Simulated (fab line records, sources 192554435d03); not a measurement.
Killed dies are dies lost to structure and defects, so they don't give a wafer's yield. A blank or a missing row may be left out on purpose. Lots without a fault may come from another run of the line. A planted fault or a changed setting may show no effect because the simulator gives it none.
Chamber matching | flow n5_finfet | N5_BEOL_M7_CURE_75 on uv_cure-02: 3 sister chambers
The step cures SiCOH lowk, time 120 s. 14 wafers are shown with their chamber, then 6 later ones without.

WAFERS WITH THEIR CHAMBER
wafer  | chamber | wafer_temp_C_max | lamp_power_pct (%)
L728.1 | 2       | 371.6            | 52.32
L728.3 | 2       | 372.1            | 52.21
L728.4 | 2       | 372.6            | 52.30
L730.2 | 0       | 370.9            | 52.36
L730.5 | 0       | 371.2            | 52.27
L730.6 | 0       | 371.7            | 52.40
L737.1 | 1       | 371.4            | 52.27
L737.2 | 1       | 370.9            | 52.35
L737.3 | 1       | 371.1            | 52.41
L739.1 | 0       | 370.8            | 52.28
L739.2 | 0       | 371.5            | 52.36
L739.4 | 0       | 371.1            | 52.26
L740.2 | 0       | 371.8            | 52.36
L740.4 | 0       | 371.6            | 52.34

SIGNATURES (means of the wafers above)
reading          | chamber 0 | chamber 1 | chamber 2 | scatter within a chamber
wafer_temp_C_max | 371.325   | 371.133   | 372.100   | 0.384
lamp_power_pct   | 52.3287   | 52.3433   | 52.2767   | 0.0567
Rule: a wafer's distance from a chamber is the root of the sum, over the readings, of the square of ((its reading less the chamber's mean) divided by the reading's scatter). The wafer belongs to the nearest chamber; if the next one is less than 2 further off, it can't be placed. The scatter: the root of (the sum of the squares of (reading less its chamber's mean) over the shown wafers, divided by (wafers less chambers)).

WAFERS WITHOUT THEIR CHAMBER
wafer  | wafer_temp_C_max | lamp_power_pct (%)
L740.6 | 372.3            | 52.40
L745.1 | 371.2            | 52.31
L745.5 | 371.6            | 52.29
L746.3 | 371.0            | 52.31
L746.4 | 371.8            | 52.30
L746.5 | 370.9            | 52.33

WHICH CHAMBER EACH WENT THROUGH
wafer  | from the rows above          | in truth
L740.6 | can't be placed: 2 or 0 or 1 | 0
L745.1 | can't be placed: 0 or 1 or 2 | 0
L745.5 | can't be placed: 0 or 2 or 1 | 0
L746.3 | can't be placed: 1 or 0      | 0
L746.4 | can't be placed: 2 or 0 or 1 | 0
L746.5 | can't be placed: 1 or 0      | 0
Placed correctly: 0 of 6. Can't be placed from these rows: 6 (the true chamber is among the candidates in 6). Placed wrongly: 0.
